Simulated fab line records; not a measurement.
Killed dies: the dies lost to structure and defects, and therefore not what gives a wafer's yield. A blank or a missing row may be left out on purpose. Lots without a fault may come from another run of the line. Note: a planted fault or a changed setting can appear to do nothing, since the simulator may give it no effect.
One fault through the eyes of 2 desks -- flow n5_finfet -- each desk holds nothing but its own numbers, with what lay behind them at the end

TOOL OWNER'S DESK, cvd_co-02
The tool's own readings at N5_BEOL_M10_CVD_75 (deposits Co from CCTBA/H2, target thk 2 nm, time 138.9 s): means of the sampled wafers that have a number, for each lot that ran on this tool. Any lot whose mean is over 4 standard deviations away from the usual mean is out of limits and marked OUT; that distance is given in the brackets.
Columns: A = run_length_s at N5_BEOL_M10_CVD_75, usual 161.4 s
lot,first seen here,A
L785,day 13 17:43,161.3
L790,day 14 21:50,179.2 (+41) OUT
L802,day 18 22:01,161.9
This desk's finding: out of limits on L790; first on L790, day 14 21:50 (run_length_s at N5_BEOL_M10_CVD_75). L785, L802: within limits.

THE METROLOGY DESK
What the gauges read, lot by lot, whatever tool the lot ran on: means of the sampled wafers that have a number. Any lot whose mean is over 4 standard deviations away from the usual mean is out of limits and marked OUT; that distance is given in the brackets.
Columns: A = M11_ILD_THK at N5_BEOL_M11_THK_MEAS_01, usual 269 nm
lot,first seen here,A
L782,day 11 21:04,268
L783,day 13 06:09,267
L784,day 13 11:09,265
L785,day 13 19:43,266
L786,day 14 03:50,271
L790,day 15 00:02,267
L798,day 16 16:38,266
L804,day 18 05:40,268
L802,day 18 23:48,272
L803,day 19 03:58,270
This desk's finding: nothing out of limits on any of the 10 lots.

ALL TOGETHER
At day 14 21:50, on L790, the tool owner's desk was in a position to raise an alarm.
The metrology desk saw nothing out of limits.
The metrology desk holds a record of L790, inside its limits.
Of the lots named, all ran N5_BEOL_M10_CVD_75 on cvd_co-02.

WHAT WAS PUT IN BY THE SIMULATOR
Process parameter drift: cvd_co-02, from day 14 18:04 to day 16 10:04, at N5_BEOL_M10_CVD_75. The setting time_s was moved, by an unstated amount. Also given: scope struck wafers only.
Struck lots among those shown: L790.
Delay in hours, fault start to first out-of-limits reading, by desk: the tool owner's desk at 4.
